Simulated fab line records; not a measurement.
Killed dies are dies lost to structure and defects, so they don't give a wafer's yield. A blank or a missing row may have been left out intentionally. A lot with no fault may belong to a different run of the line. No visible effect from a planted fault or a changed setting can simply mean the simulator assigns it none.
A single fault, viewed from 2 desks    flow nandHarc    each desk holds nothing but its own numbers, with what lay behind them at the end

## THE METROLOGY DESK
Lot by lot, what the gauges showed, no matter which tool ran the lot: averages of those sampled wafers that carry a number. A lot is out of limits, marked OUT, if its mean lies more than 4 standard deviations from the usual mean; the brackets give that distance.
Columns: A = thkNm at NHARC_A_BONDPAD_THK_MEAS_20, usual 169.6 nm
lot   first seen here  A
L537  day 23 00:42     169.4
L539  day 23 07:58     168.6
L538  day 23 21:05     169.2
L540  day 24 06:45     169.8
L542  day 24 13:55     169.5
L544  day 26 05:11     170.8
L543  day 26 17:53     169.7
L546  day 27 00:04     170.9
L545  day 27 02:23     169.8
L547  day 27 05:39     170.1
L550  day 28 11:01     169.7
L554  day 29 12:58     170.3
L556  day 31 04:01     170.9
This desk's finding: nothing out of limits on any of the 13 lots.

## FOR THE TOOL OWNER'S DESK: cmp-01
The tool's own readings at NHARC_A_DECK1_JOINT_CMP_02 (polishes SiOx): means of the sampled wafers that have a number, for each lot that ran on this tool. A lot is out of limits, marked OUT, if its mean lies more than 4 standard deviations from the usual mean; the brackets give that distance.
Columns: A = motorCurrentA at NHARC_A_DECK1_JOINT_CMP_02, usual 11.8 A
lot   first seen here  A
L537  day 11 23:04     11.5
L539  day 12 16:07     11.3
L542  day 14 02:36     11.6
L543  day 14 19:24     11.7
L545  day 16 00:53     12.0
L547  day 16 13:22     12.5
L554  day 19 08:54     12.4
L556  day 20 18:31     12.6
This desk's finding: nothing out of limits on any of the 8 lots.

## PUT TOGETHER
Metrology desk: nothing out of limits seen.
The tool owner's desk saw nothing out of limits.

## WHAT WAS PUT IN BY THE SIMULATOR
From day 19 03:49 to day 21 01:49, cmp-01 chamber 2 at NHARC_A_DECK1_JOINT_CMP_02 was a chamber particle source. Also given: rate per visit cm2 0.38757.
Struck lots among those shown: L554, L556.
